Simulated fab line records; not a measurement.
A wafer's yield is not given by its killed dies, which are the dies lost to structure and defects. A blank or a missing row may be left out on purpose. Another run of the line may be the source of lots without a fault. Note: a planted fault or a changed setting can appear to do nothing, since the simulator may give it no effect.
fab line records    flow n5Finfet
[record] lots = 10  wafers = 27  lastDay = 18
route steps=1938 shown BEOL_M3@931 BEOL_M4@1111 PASSIVATION@1936
lots untouched by any fault: they come from a run of this same line in which no faults occurred
startH: hours from the record's opening day to when the first of the lot's shown wafers began    waitH: how many hours have passed since the lot's step before this one    " the same as in the row above    L1.1+2: one row covering several wafers at once    - value missing, or start not given    * or withheld: withheld    < > ~ a bound
route shown NAME@n: names a module that has steps shown in the file, with the first one's number in the route    usual: mean/standard deviation of fault-free wafers    same: alike in all rows    chamber/n: place in a boat    sites: per-site readings    _std_site: standard deviation of those values    _edge_site: inner sites' mean taken away from outer sites' mean    radiusMm: how far each site lies from the wafer's centre    mask NAME#n: copy n    behind: the last tool/chamber to shape the wafer    hold: reason for holding the lot/hours on hold/outcome of the hold    device: the n, p or np transistor that did not switch    end of line: the route-end tests of the same wafers    a step with no rows: only its recipe    killed: dies lost to structure and defects at the first sort, not the wafer's yield    map: per-die view of a wafer (x killed, . not killed, _ where there is no die)
set.NAME: the setting that was run; set.NAME@STEP: the one run at that earlier step    model.NAME: the simulator's own value behind a step, which no gauge read
a sample of lots followed through the steps of the route, with each step as a table and each wafer as a row
services: a tool's chamber out of use, with start hour (startH, from the record's first day; less than 0 if before it), hours out, and reason
[[steps]]
[step N5_BEOL_M3_ILD_DEP_00]
[recipe] material = SiOC  targetThkA = 790  tempC = 350  precursor = DEMS/O2  pressureTorr = 5  rfW = 500  timeS = 15.3
[usual] heaterPowerW = 490/86  rfFwdPowerW = 494.3/1.9  showerheadPlenumPTorr = 5.701/0.021  throttleValvePct = 12.0/0.38
lot.wafer  tool      chamber  startH  waitH  heaterPowerW  rfFwdPowerW  showerheadPlenumPTorr  throttleValvePct
L858.1     pecvd-02  2        140.58  0.0    381           496.2        5.672                  12.0
L858.2     "         1        "       "      452           493.8        5.716                  12.6
L858.3     "         0        "       "      447           490.9        5.719                  12.1
L861.5     pecvd-02  0        158.59  0.1    438           495.3        5.713                  12.5
L861.6     "         1        "       "      426           489.8        5.724                  12.6
L860.3     pecvd-02  0        160.22  0.0    437           490.1        5.713                  12.0
L860.4     "         2        "       "      444           495.7        5.662                  11.8
L860.5     "         0        "       "      450           492.2        5.709                  12.1
L866.1     pecvd-02  1        197.42  0.0    489           490.9        5.711                  12.8
L866.6     "         2        "       "      410           497.4        5.645                  11.9
L868.1     pecvd-04  0        205.50  0.0    496           493.6        5.716                  12.0
L868.4     "         0        "       "      499           493.6        5.721                  12.0
L868.6     "         2        "       "      657           492.9        5.738                  11.8
L869.1     pecvd-02  2        212.59  0.0    435           493.9        5.667                  11.9
L869.2     "         1        "       "      402           491.8        5.713                  12.8
L869.3     "         0        "       "      368           492.2        5.707                  12.5
L876.3     pecvd-04  2        256.03  0.0    728           493.5        5.717                  11.7
L876.4     "         2        "       "      708           491.8        5.725                  11.6
L879.1     pecvd-02  2        280.20  0.0    419           496.3        5.667                  11.9
L879.4     "         1        "       "      429           491.1        5.714                  12.7
L879.6     "         2        "       "      414           497.1        5.670                  12.0
L880.1     pecvd-02  0        285.18  0.0    416           491.9        5.706                  12.0
L880.4     "         0        "       "      411           494.0        5.711                  12.2
L880.6     "         2        "       "      442           496.0        5.674                  12.0
L881.2     pecvd-03  0        292.88  0.0    451           494.9        5.682                  11.8
L881.5     "         1        "       "      514           494.8        5.699                  12.5
L881.6     "         0        "       "      443           494.3        5.673                  12.0
[step N5_BEOL_M3_COAT_73]
[recipe] resist = underlayer  tempC = 205  timeS = 60  spinRpm = 1500  resistThkNm = 5
[usual] chillPlateTempC = 23.01/0.11  heaterPowerTotalW = 391.5/1.4  plateTempC = 204.99/0.17
lot.wafer  tool           chamber  startH  waitH  chillPlateTempC  heaterPowerTotalW  plateTempC
L858.1     lithoTrack-01  0        141.98  -      22.81            390.2              205.45
L858.2     "              0        "       "      22.92            393.3              205.25
L858.3     "              0        "       "      22.67            391.6              205.23
L861.5     lithoTrack-01  0        159.34  -      23.06            390.2              204.85
L861.6     "              0        "       "      22.92            391.5              205.03
L860.3     lithoTrack-04  0        162.30  -      23.06            390.2              205.01
L860.4     "              0        "       "      22.86            392.1              204.56
L860.5     "              0        "       "      22.91            392.2              204.97
L866.1     lithoTrack-04  0        198.85  -      23.09            391.7              204.75
L866.6     "              0        "       "      23.10            391.7              204.93
L868.1     lithoTrack-04  0        207.57  -      23.00            396.5              206.96
L868.4     "              0        "       "      22.98            397.2              207.08
L868.6     "              0        "       "      23.00            396.7              206.93
L869.1     lithoTrack-04  0        212.88  -      22.98            394.6              207.15
L869.2     "              0        "       "      23.05            393.9              207.28
L869.3     "              0        "       "      22.97            395.5              207.07
L876.3     lithoTrack-01  0        256.33  -      23.01            389.6              204.93
L876.4     "              0        "       "      22.96            390.2              204.97
L879.1     lithoTrack-04  0        281.24  -      23.03            393.5              204.82
L879.4     "              0        "       "      22.97            393.2              204.85
L879.6     "              0        "       "      22.96            392.5              204.80
L880.1     lithoTrack-02  0        288.01  -      22.85            390.2              204.67
L880.4     "              0        "       "      22.78            393.3              204.87
L880.6     "              0        "       "      22.76            392.0              205.23
L881.2     lithoTrack-01  0        293.19  -      23.06            393.3              204.98
L881.5     "              0        "       "      23.19            392.9              205.20
L881.6     "              0        "       "      23.00            389.4              205.12
[step N5_BEOL_M3_OVL_MEAS_12]
[recipe] pointsPerWafer = 522
[usual] M3_OVL = 0.0/0.66
lot.wafer  tool        chamber  startH  waitH  M3_OVL[nm]
L858.1     overlay-02  0        142.27  0.0    1.1
L858.2     "           0        "       "      0.1
L858.3     "           0        "       "      0.2
L861.5     overlay-02  0        159.77  0.0    -0.1
L861.6     "           0        "       "      -0.7
L860.3     overlay-02  0        162.61  0.0    0.3
L860.4     "           0        "       "      -0.6
L860.5     "           0        "       "      -0.4
L866.1     overlay-01  0        199.14  0.0    0.8
L866.6     "           0        "       "      0.4
L868.1     overlay-01  0        207.98  0.0    -0.6
L868.4     "           0        "       "      -0.8
L868.6     "           0        "       "      -0.4
L869.1     overlay-01  0        213.17  0.0    -0.1
L869.2     "           0        "       "      0.2
L869.3     "           0        "       "      -0.6
L876.3     overlay-01  0        256.63  0.0    -0.6
L876.4     "           0        "       "      -0.3
L879.1     overlay-02  0        281.76  0.0    0.5
L879.4     "           0        "       "      0.8
L879.6     "           0        "       "      0.7
L880.1     overlay-02  0        288.30  0.0    -0.9
L880.4     "           0        "       "      -0.5
L880.6     "           0        "       "      -1.6
L881.2     overlay-01  0        293.48  0.0    -0.7
L881.5     "           0        "       "      1.3
L881.6     "           0        "       "      0.2
[step N5_BEOL_M3_DESCUM_16]
[recipe] chemistry = O2  timeS = 7  sourcePowerW = 50  biasPowerW = 20  pressureMtorr = 20  rfFrequencyHz = 2.712e+07  tempC = 40  resist = CAR-EUV  o2FlowSccm = 225
[usual] biasPowerW = 20.00/0.068  drypumpMotorCurrentA = 5.9/0.34  oesProductAu = 0.79/0.092  rfFwdPowerW = 49.32/0.26  rfVppV = 242.6/1.5  showerheadPlenumPTorr = 2.06/0.083  throttleValvePct = 20.40/0.26
lot.wafer  tool        chamber  startH  waitH  biasPowerW  drypumpMotorCurrentA  oesProductAu  rfFwdPowerW  rfHoursCounterH  rfVppV  showerheadPlenumPTorr  throttleValvePct
L858.1     rieDiel-04  1        142.36  0.0    20.10       6.1                   0.75          49.38        155              244.1   2.19                   20.35
L858.2     "           2        "       "      19.95       6.0                   0.70          49.08        236              244.8   2.14                   20.64
L858.3     "           0        "       "      19.89       5.4                   0.77          49.57        153              241.6   1.98                   19.99
L861.5     rieDiel-03  1        160.08  0.3    19.98       5.6                   0.74          48.83        -                241.5   2.00                   20.77
L861.6     "           0        "       "      20.04       5.9                   0.90          49.43        -                243.1   2.13                   20.55
L860.3     rieDiel-03  0        163.20  0.5    20.07       5.8                   0.90          49.43        28               243.4   2.13                   20.56
L860.4     "           3        "       "      20.08       5.5                   0.71          49.57        231              240.5   1.97                   20.23
L860.5     "           0        "       "      20.02       5.8                   0.90          49.23        -                244.6   2.13                   20.57
L866.1     rieDiel-03  3        199.25  0.0    20.02       5.5                   0.69          49.10        243              240.9   1.97                   20.22
L866.6     "           3        "       "      19.99       5.5                   0.69          49.38        -                241.4   1.97                   20.23
L868.1     rieDiel-04  0        208.09  0.0    20.02       5.4                   0.75          49.44        176              241.4   1.97                   20.01
L868.4     "           3        "       "      20.01       5.7                   0.78          48.99        -                240.9   1.95                   20.26
L868.6     "           1        "       "      20.11       6.2                   0.73          49.44        -                244.7   2.18                   20.37
L869.1     rieDiel-03  2        213.40  0.2    20.19       6.5                   0.99          49.31        2                241.5   2.08                   20.10
L869.2     "           0        "       "      19.87       5.8                   0.85          49.75        45               243.3   2.12                   20.57
L869.3     "           3        "       "      20.05       5.5                   0.69          49.69        247              240.4   1.97                   20.23
L876.3     rieDiel-03  2        256.71  0.0    20.01       6.6                   0.93          49.73        18               242.4   2.07                   20.10
L876.4     "           3        "       "      20.09       5.5                   0.95          49.24        4                245.0   2.23                   19.84
L879.1     rieDiel-03  2        282.06  0.2    20.00       6.6                   0.92          49.44        25               242.1   2.07                   20.12
L879.4     "           1        "       "      19.90       5.6                   0.71          48.92        220              240.7   1.99                   20.82
L879.6     "           3        "       "      19.91       5.5                   0.94          49.21        -                245.4   2.22                   19.85
L880.1     rieDiel-03  1        288.40  0.0    20.04       5.6                   0.71          49.08        222              240.0   1.99                   20.83
L880.4     "           2        "       "      19.93       6.5                   0.91          49.33        -                242.3   2.07                   20.12
L880.6     "           2        "       "      19.96       6.5                   0.91          49.31        -                242.9   2.07                   20.12
L881.2     rieDiel-03  3        293.66  0.1    19.92       5.5                   0.92          49.29        13               244.4   2.22                   19.88
L881.5     "           0        "       "      20.03       5.9                   0.83          49.48        -                242.8   2.12                   20.62
L881.6     "           3        "       "      20.06       5.5                   0.93          49.36        -                245.2   2.22                   19.85
[step N5_BEOL_M4_RC_MEAS_101]
[usual] DIBL_N = 37.4/2.1  DIBL_P = 37.8/2.5  IOFF_N = 0.19/0.045  IOFF_P = 0.24/0.05  ION_N = 682/16  ION_P = 467/11  SS_N = 71.9/0.67  SS_P = 73.6/0.76  VT_N = 247/3.6  VT_P = -248/3.6
lot.wafer  tool       chamber  startH  waitH  DIBL_N[mV/V]  DIBL_P[mV/V]  IOFF_N[nA/um]  IOFF_P[nA/um]  ION_N[uA/um]  ION_P[uA/um]  SS_N[mV/dec]  SS_P[mV/dec]  VT_N[mV]  VT_P[mV]
L858.1     prober-01  0        157.99  0.0    36.8          38.7          0.19           0.25           670           461           72.3          75.0          249       -249
L858.2     "          0        "       "      37.8          39.0          0.23           0.27           679           460           72.1          74.4          246       -247
L858.3     "          0        "       "      33.9          34.3          0.14           0.17           664           451           71.3          72.5          251       -252
L861.5     prober-01  0        181.68  0.6    35.5          36.7          0.14           0.21           666           463           71.5          73.2          252       -252
L861.6     "          0        "       "      37.0          36.9          0.16           0.22           669           458           71.8          73.8          249       -249
L860.3     prober-02  0        185.35  0.3    35.1          34.3          0.15           0.19           694           475           71.3          72.7          249       -252
L860.4     "          0        "       "      37.9          36.8          0.19           0.22           690           465           72.0          73.8          244       -249
L860.5     "          0        "       "      36.0          33.6          0.14           0.18           650           447           72.1          73.1          253       -252
L866.1     prober-01  0        217.65  0.0    40.9          43.1          0.31           0.38           709           491           72.6          75.3          238       -241
L866.6     "          0        "       "      36.3          36.8          0.18           0.25           711           492           71.1          73.5          247       -245
L868.1     prober-01  0        231.84  0.0    37.0          37.4          0.17           0.23           688           469           71.7          73.8          249       -246
L868.4     "          0        "       "      42.1          43.0          0.29           0.36           691           468           72.6          74.5          244       -241
L868.6     "          0        "       "      38.8          39.4          0.19           0.26           669           458           71.3          73.7          249       -245
L869.1     prober-01  0        237.62  0.0    39.5          38.9          0.24           0.29           695           475           72.4          74.2          243       -245
L869.2     "          0        "       "      35.7          35.8          0.16           0.22           697           478           71.2          72.9          247       -246
L869.3     "          0        "       "      39.3          38.4          0.24           0.27           678           461           72.7          73.1          244       -245
L876.3     prober-02  0        284.98  0.3    39.4          38.5          0.20           0.23           665           451           71.8          73.0          249       -250
L876.4     "          0        "       "      41.2          40.6          0.23           0.26           698           469           72.2          73.4          246       -249
L879.1     prober-02  0        299.62  0.0    31.5          31.3          0.10           0.15           654           459           70.0          71.4          254       -254
L879.4     "          0        "       "      34.3          34.7          0.14           0.19           665           465           71.4          72.7          250       -248
L879.6     "          0        "       "      34.5          35.4          0.14           0.20           667           463           71.7          72.8          250       -251
L880.1     prober-01  0        315.96  0.0    36.1          36.7          0.15           0.20           659           448           71.9          72.8          251       -252
L880.4     "          0        "       "      35.7          36.4          0.15           0.21           656           452           71.4          73.3          248       -249
L880.6     "          0        "       "      35.1          36.8          0.14           0.21           673           461           72.2          73.0          250       -252
L881.2     prober-02  0        330.09  0.2    32.9          33.6          0.11           0.19           677           477           70.8          72.6          253       -247
L881.5     "          0        "       "      37.6          38.6          0.20           0.29           699           483           72.1          74.1          245       -245
L881.6     "          0        "       "      31.9          32.6          0.10           0.18           665           468           71.5          72.6          257       -248
[step N5_PASSIVATION_PROBE_49]
[usual] defectLimitedYield = 90.9/1.6  killed_at_M0_to_M3 = 34/10  killed_at_M4_up = 13/5.4  killedAtContacts = 13/6  killedAtFrontEnd = 42/13  killedAtOther = 4/3.2  killedDies = 107/18  killedOpen = 69/14  killedShort = 35/7.7  sort_bin_4_leakage = 0.02/0.17  sort_bin_5_function = 5.3/1  sort_bin_6_memory = 3.3/0.75  sort_bin_8_speed = 0.00/0.015  sortNPass = 1073/19  sortYieldPct = 90.9/1.6
[same] grossDies = 1180  killedAtBackSide = 0
lot.wafer  tool       chamber  startH  waitH  defectLimitedYield[%]  killed_at_M0_to_M3  killed_at_M4_up  killedAtContacts  killedAtFrontEnd  killedAtOther  killedDies  killedOpen  killedShort  sort_bin_4_leakage[%]  sort_bin_5_function[%]  sort_bin_6_memory[%]  sort_bin_8_speed[%]  sortNPass  sortYieldPct[%]
L858.1     prober-02  -        265.70  0.0    92.1                   25                  26               9                 33                0              93          61          28           0                      4.9                     2.8                   0                    1087       92.1
L858.2     prober-02  -        265.75  0.1    92.0                   23                  10               17                43                1              94          54          39           0                      4.1                     3.2                   0                    1086       92.0
L858.3     prober-02  -        265.80  0.1    91.2                   29                  18               25                30                2              104         67          33           0                      5.5                     3.0                   0                    1076       91.2
L861.5     prober-02  -        280.29  0.2    89.8                   45                  12               13                48                2              120         79          31           0                      6.1                     3.1                   0                    1060       89.8
L861.6     prober-02  -        280.34  0.3    91.7                   36                  17               7                 36                2              98          63          33           0                      5.1                     3.1                   0                    1082       91.7
L860.3     prober-01  -        287.61  0.1    93.4                   25                  14               15                23                1              78          55          22           0                      3.1                     3.2                   0                    1102       93.4
L860.4     prober-01  -        287.66  0.2    91.9                   30                  13               17                32                3              95          58          34           0                      5.3                     2.6                   0                    1085       91.9
L860.5     prober-01  -        287.71  0.2    91.8                   37                  12               13                32                3              97          61          35           0                      3.9                     3.8                   0                    1083       91.8
L866.1     prober-02  -        327.01  0.0    91.3                   28                  14               18                31                12             103         74          27           0.93                   5.6                     3.0                   0                    1066       90.3
L866.6     prober-02  -        327.26  0.3    91.0                   37                  16               15                34                4              106         67          38           0                      5.7                     3.2                   0                    1074       91.0
L869.1     prober-02  -        341.94  0.0    93.7                   22                  18               8                 24                2              74          54          20           0                      3.9                     2.2                   0                    1106       93.7
L869.2     prober-02  -        341.99  0.1    91.9                   39                  13               13                28                2              95          63          31           0                      5.2                     2.7                   0                    1085       91.9
L869.3     prober-02  -        342.04  0.1    91.8                   34                  17               6                 36                4              97          58          25           0                      4.3                     2.5                   0                    1083       91.8
L868.1     prober-01  -        342.57  0.0    89.4                   22                  17               18                61                7              125         79          42           0                      6.2                     3.9                   0                    1055       89.4
L868.4     prober-01  -        342.72  0.2    90.6                   35                  11               21                43                1              111         77          34           0                      5.9                     3.1                   0                    1069       90.6
L868.6     prober-01  -        342.82  0.3    91.1                   36                  6                18                43                2              105         64          40           0                      5.8                     2.5                   0                    1075       91.1
L879.1     prober-02  -        400.77  0.0    90.8                   26                  20               13                46                3              108         70          33           0                      5.8                     2.9                   0                    1072       90.8
L879.4     prober-02  -        400.92  0.2    93.1                   20                  16               13                31                1              81          56          25           0                      4.2                     2.4                   0                    1099       93.1
L879.6     prober-02  -        401.02  0.3    92.7                   29                  13               9                 33                2              86          44          38           0                      3.9                     2.7                   0                    1094       92.7
L876.3     prober-02  -        407.88  0.1    88.7                   40                  21               17                54                1              133         99          30           0                      6.7                     4.2                   0.08                 1047       88.7
L876.4     prober-02  -        407.93  0.2    91.8                   25                  15               11                45                1              97          56          40           0                      4.9                     3.1                   0                    1083       91.8
L880.1     prober-01  -        424.68  0.0    89.8                   55                  17               8                 38                2              120         87          27           0                      5.2                     4.2                   0                    1060       89.8
L880.4     prober-01  -        424.83  0.2    88.6                   43                  21               13                56                2              135         78          53           0                      6.9                     3.6                   0                    1045       88.6
L880.6     prober-01  -        424.93  0.3    88.7                   54                  15               18                42                4              133         86          38           0                      6.9                     3.6                   0                    1047       88.7
L881.2     prober-02  -        432.52  0.1    89.7                   24                  17               8                 65                7              121         72          43           0                      5.8                     4.3                   0                    1059       89.7
L881.5     prober-02  -        432.67  0.2    89.4                   19                  14               27                59                6              125         81          38           0                      6.2                     4.2                   0                    1055       89.4
L881.6     prober-02  -        432.72  0.3    89.1                   33                  17               21                48                10             129         86          36           0                      5.5                     5.1                   0                    1051       89.1
// killed by level:class
L858.1 STI_FIN_REVEAL:geometricParticle:open=10 FIN_SAQP:geometricParticle:open=7 MOL_CONTACT_COAG:geometricParticle:open=7 BEOL_M4:geometricParticle:open=7 FIN_SAQP:geometricParticle:short=6 BEOL_M0_SAQP:geometricParticle:open=6 BEOL_M0_SAQP:geometricParticle:short=6 BEOL_M1:geometricParticle:open=6
L858.2 MOL_CONTACT_COAG:geometricParticle:open=12 FIN_SAQP:geometricParticle:short=11 STI_FIN_REVEAL:geometricParticle:open=8 FIN_SAQP:geometricParticle:open=7 MOL_CONTACT_COAG:geometricParticle:short=5 BEOL_M0_SAQP:geometricParticle:open=5 BEOL_M0_SAQP:geometricParticle:short=5 BEOL_M5:geometricParticle:open=4
L858.3 MOL_CONTACT_COAG:geometricParticle:open=21 BEOL_M0_SAQP:geometricParticle:short=9 STI_FIN_REVEAL:geometricParticle:open=7 BEOL_M4:geometricParticle:open=7 BEOL_M1:geometricParticle:open=7 FIN_SAQP:geometricParticle:open=5 FIN_SAQP:geometricParticle:short=5 MOL_CONTACT_COAG:geometricParticle:short=4
L861.5 MOL_CONTACT_COAG:geometricParticle:open=11 DUMMY_GATE:geometricParticle:open=10 BEOL_M0_SAQP:geometricParticle:open=8 BEOL_M0_SAQP:geometricParticle:short=8 BEOL_M1:geometricParticle:open=8 HKMG_FIN:areaEtch=8 STI_FIN_REVEAL:geometricParticle:open=7 FIN_SAQP:geometricParticle:open=6
L861.6 BEOL_M1:geometricParticle:open=14 DUMMY_GATE:geometricParticle:open=9 BEOL_M0_SAQP:geometricParticle:short=9 BEOL_M4:geometricParticle:open=9 STI_FIN_REVEAL:geometricParticle:open=7 BEOL_M0_SAQP:geometricParticle:open=7 FIN_SAQP:geometricParticle:short=5 FIN_SAQP:geometricParticle:open=3
L860.3 MOL_CONTACT_COAG:geometricParticle:open=13 FIN_SAQP:geometricParticle:short=10 BEOL_M2:geometricParticle:open=8 BEOL_M0_SAQP:geometricParticle:open=5 STI_FIN_REVEAL:geometricParticle:open=4 BEOL_M5:geometricParticle:open=4 ILD0:geometricParticle:open=3 BEOL_M1:geometricParticle:open=3
L860.4 MOL_CONTACT_COAG:geometricParticle:open=11 BEOL_M1:geometricParticle:open=8 BEOL_M2:geometricParticle:open=7 MOL_CONTACT_COAG:geometricParticle:short=6 FIN_SAQP:geometricParticle:short=4 STI_FIN_REVEAL:geometricParticle:open=4 DUMMY_GATE:geometricParticle:open=4 BEOL_M0_SAQP:geometricParticle:short=4
L860.5 BEOL_M1:geometricParticle:open=13 MOL_CONTACT_COAG:geometricParticle:open=11 BEOL_M0_SAQP:geometricParticle:short=10 ILD0:geometricParticle:open=7 ILD0:geometricParticle:short=6 FIN_SAQP:geometricParticle:short=5 BEOL_M0_SAQP:geometricParticle:open=5 BEOL_M1:geometricParticle:short=5
L866.1 MOL_CONTACT_COAG:geometricParticle:open=13 STI_FIN_REVEAL:geometricParticle:open=12 BEOL_M4:geometricParticle:open=10 BEOL_M0_SAQP:geometricParticle:open=8 BEOL_M2:geometricParticle:open=6 BEOL_M1:geometricParticle:open=6 FIN_SAQP:geometricParticle:short=5 MOL_CONTACT_COAG:geometricParticle:short=5
L866.6 MOL_CONTACT_COAG:geometricParticle:open=10 BEOL_M4:geometricParticle:open=10 FIN_SAQP:geometricParticle:open=9 BEOL_M3:geometricParticle:open=8 BEOL_M0_SAQP:geometricParticle:short=8 FIN_SAQP:geometricParticle:short=6 STI_FIN_REVEAL:geometricParticle:open=6 BEOL_M0_SAQP:geometricParticle:open=6
L869.1 BEOL_M4:geometricParticle:open=11 STI_FIN_REVEAL:geometricParticle:open=9 BEOL_M0_SAQP:geometricParticle:open=6 MOL_CONTACT_COAG:geometricParticle:open=5 DUMMY_GATE:geometricParticle:open=4 STARTING-WAFER:geometricParticle:short=4 MOL_CONTACT_COAG:geometricParticle:short=3 BEOL_M0_SAQP:geometricParticle:short=3
L869.2 BEOL_M2:geometricParticle:open=12 DUMMY_GATE:geometricParticle:open=9 MOL_CONTACT_COAG:geometricParticle:open=9 BEOL_M4:geometricParticle:open=7 BEOL_M0_SAQP:geometricParticle:open=6 BEOL_M0_SAQP:geometricParticle:short=6 MOL_CONTACT_COAG:geometricParticle:short=4 FIN_SAQP:geometricParticle:short=3
L869.3 HKMG_FIN:areaEtch=13 BEOL_M3:geometricParticle:open=10 BEOL_M4:geometricParticle:open=10 STI_FIN_REVEAL:geometricParticle:open=6 BEOL_M0_SAQP:geometricParticle:short=6 DUMMY_GATE:geometricParticle:open=5 MOL_CONTACT_COAG:geometricParticle:open=5 BEOL_M1:geometricParticle:open=5
L868.1 STI_FIN_REVEAL:geometricParticle:open=16 FIN_SAQP:geometricParticle:open=14 MOL_CONTACT_COAG:geometricParticle:open=14 FIN_SAQP:geometricParticle:short=11 BEOL_M0_SAQP:geometricParticle:short=5 GATE_CUT:geometricParticle:open=5 BEOL_M2:geometricParticle:open=5 GATE_CUT:geometricParticle:short=4
L868.4 MOL_CONTACT_COAG:geometricParticle:open=17 STI_FIN_REVEAL:geometricParticle:open=10 BEOL_M2:geometricParticle:open=8 DUMMY_GATE:geometricParticle:open=7 FIN_SAQP:geometricParticle:open=6 BEOL_M3:geometricParticle:short=6 STARTING-WAFER:geometricParticle:short=6 FIN_SAQP:geometricParticle:short=5
L868.6 MOL_CONTACT_COAG:geometricParticle:open=14 FIN_SAQP:geometricParticle:open=13 FIN_SAQP:geometricParticle:short=9 BEOL_M0_SAQP:geometricParticle:open=9 DUMMY_GATE:geometricParticle:open=8 BEOL_M0_SAQP:geometricParticle:short=7 BEOL_M2:geometricParticle:open=5 BEOL_M2:geometricParticle:short=4
L879.1 STI_FIN_REVEAL:geometricParticle:open=20 MOL_CONTACT_COAG:geometricParticle:open=9 BEOL_M4:geometricParticle:open=8 BEOL_M2:geometricParticle:open=8 STI_FIN_REVEAL:geometricParticle:short=6 FIN_SAQP:geometricParticle:open=4 BEOL_M0_SAQP:geometricParticle:open=4 MOL_CONTACT_COAG:geometricParticle:short=4
L879.4 STI_FIN_REVEAL:geometricParticle:open=13 MOL_CONTACT_COAG:geometricParticle:open=10 BEOL_M4:geometricParticle:open=10 BEOL_M3:geometricParticle:open=5 FIN_SAQP:geometricParticle:short=4 STI_FIN_REVEAL:geometricParticle:short=4 MOL_CONTACT_COAG:geometricParticle:short=3 BEOL_M1:geometricParticle:open=3
L879.6 STI_FIN_REVEAL:geometricParticle:open=11 MOL_CONTACT_COAG:geometricParticle:open=7 BEOL_M0_SAQP:geometricParticle:short=7 STARTING-WAFER:geometricParticle:short=7 BEOL_M1:geometricParticle:short=6 BEOL_M2:geometricParticle:short=5 BEOL_M4:geometricParticle:open=5 BEOL_M2:geometricParticle:open=4
L876.3 STI_FIN_REVEAL:geometricParticle:open=17 BEOL_M0_SAQP:geometricParticle:open=15 MOL_CONTACT_COAG:geometricParticle:open=13 FIN_SAQP:geometricParticle:open=12 BEOL_M0_SAQP:geometricParticle:short=9 BEOL_M7:geometricParticle:open=7 FIN_SAQP:geometricParticle:short=6 BEOL_M3:geometricParticle:open=6
L876.4 MOL_CONTACT_COAG:geometricParticle:open=10 BEOL_M2:geometricParticle:short=8 DUMMY_GATE:geometricParticle:open=7 FIN_SAQP:geometricParticle:short=5 FIN_SAQP:geometricParticle:open=5 STARTING-WAFER:geometricParticle:short=5 STI_FIN_REVEAL:geometricParticle:open=5 BEOL_M0_SAQP:geometricParticle:short=5
L880.1 BEOL_M2:geometricParticle:open=18 BEOL_M0_SAQP:geometricParticle:open=10 FIN_SAQP:geometricParticle:open=8 BEOL_M4:geometricParticle:open=8 MOL_CONTACT_COAG:geometricParticle:open=7 BEOL_M1:geometricParticle:open=7 STI_FIN_REVEAL:geometricParticle:open=6 BEOL_M0_SAQP:geometricParticle:short=5
L880.4 BEOL_M0_SAQP:geometricParticle:short=13 FIN_SAQP:geometricParticle:open=10 STI_FIN_REVEAL:geometricParticle:open=10 BEOL_M4:geometricParticle:open=10 FIN_SAQP:geometricParticle:short=9 BEOL_M0_SAQP:geometricParticle:open=9 BEOL_M2:geometricParticle:open=9 MOL_CONTACT_COAG:geometricParticle:open=8
L880.6 BEOL_M0_SAQP:geometricParticle:open=15 MOL_CONTACT_COAG:geometricParticle:open=13 BEOL_M0_SAQP:geometricParticle:short=13 BEOL_M4:geometricParticle:open=10 BEOL_M2:geometricParticle:open=9 DUMMY_GATE:geometricParticle:open=7 FIN_SAQP:geometricParticle:open=5 STI_FIN_REVEAL:geometricParticle:open=5
L881.2 FIN_SAQP:geometricParticle:short=18 STI_FIN_REVEAL:geometricParticle:open=16 BEOL_M3:geometricParticle:open=16 BEOL_M4:geometricParticle:open=8 FIN_SAQP:geometricParticle:open=6 STI_FIN_REVEAL:geometricParticle:short=6 MOL_CONTACT_COAG:geometricParticle:open=6 DUMMY_GATE:geometricParticle:open=5
L881.5 MOL_CONTACT_COAG:geometricParticle:open=20 FIN_SAQP:geometricParticle:open=15 STI_FIN_REVEAL:geometricParticle:open=11 BEOL_M4:geometricParticle:open=8 FIN_SAQP:geometricParticle:short=7 MOL_CONTACT_COAG:geometricParticle:short=7 GATE_CUT:geometricParticle:short=5 BEOL_M2:geometricParticle:open=5
L881.6 STI_FIN_REVEAL:geometricParticle:open=15 MOL_CONTACT_COAG:geometricParticle:open=15 FIN_SAQP:geometricParticle:open=11 BEOL_M2:geometricParticle:short=10 BEOL_M3:geometricParticle:open=8 BEOL_M4:geometricParticle:open=8 FIN_SAQP:geometricParticle:short=6 MOL_CONTACT_COAG:geometricParticle:short=5
[[services]]
tool           chamber  startH  hours  kind
rieDiel-04     -        136.74  2.8    pm
pecvd-04       -        139.50  0.5    repair
pecvd-02       -        140.79  14.6   pm
rieDiel-04     2        157.46  2.1    repair
pecvd-02       2        166.02  23.7   repair
rieDiel-03     2        175.53  -      clean
rieDiel-03     2        175.53  -      consumableReplace:focusRing
rieDiel-03     2        175.53  31.8   scheduledDown
rieDiel-03     2        175.53  31.8   ventCycle
pecvd-04       -        182.39  1.5    repair
lithoTrack-01  -        184.10  -      consumableReplace:filter
pecvd-04       1        188.20  4.6    repair
rieDiel-04     2        189.35  -      clean
pecvd-02       0        200.13  5.0    scheduledDown
rieDiel-04     0        209.83  5.8    repair
rieDiel-03     3        233.72  -      clean
rieDiel-03     3        233.72  -      consumableReplace:focusRing
rieDiel-03     3        233.72  -      consumableReplace:showerhead
rieDiel-03     3        233.72  11.9   scheduledDown
rieDiel-03     3        233.72  11.9   ventCycle
pecvd-02       -        239.60  1.0    repair
rieDiel-04     0        250.43  17.9   repair
rieDiel-03     -        267.61  2.8    pm
rieDiel-03     3        285.89  4.9    repair
[[key]]
[firstSign] step = N5_BEOL_M3_COAT_73  reading = plateTempC  direction = up  sigmas = 12  usual = *  struck = *
[effect] step = N5_BEOL_M3_COAT_73  reading = heaterPowerTotalW  direction = up  sigmas = 3  usual = *  struck = *
metAt N5_BEOL_M3_COAT_73
struckLots L868,L869
[baselineLoss] step = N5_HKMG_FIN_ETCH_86  wafers = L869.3
notActingAt N5_BEOL_M3_ILD_DEP_00,N5_BEOL_M3_OVL_MEAS_12,N5_BEOL_M3_DESCUM_16
onsetBetween 198.85 207.57
[fault] kind = processParameterDrift  tool = lithoTrack-04  chamber = -  onsetH = 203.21  steps = N5_BEOL_M3_COAT_73  channel = tempC  offset = *  shape = step  endH = 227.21  actsIn = *  stated = *
// baselineLoss: these wafers lose ten dies or more at that step, a loss of the line's own and not of a fault; the sort's usual values leave them out
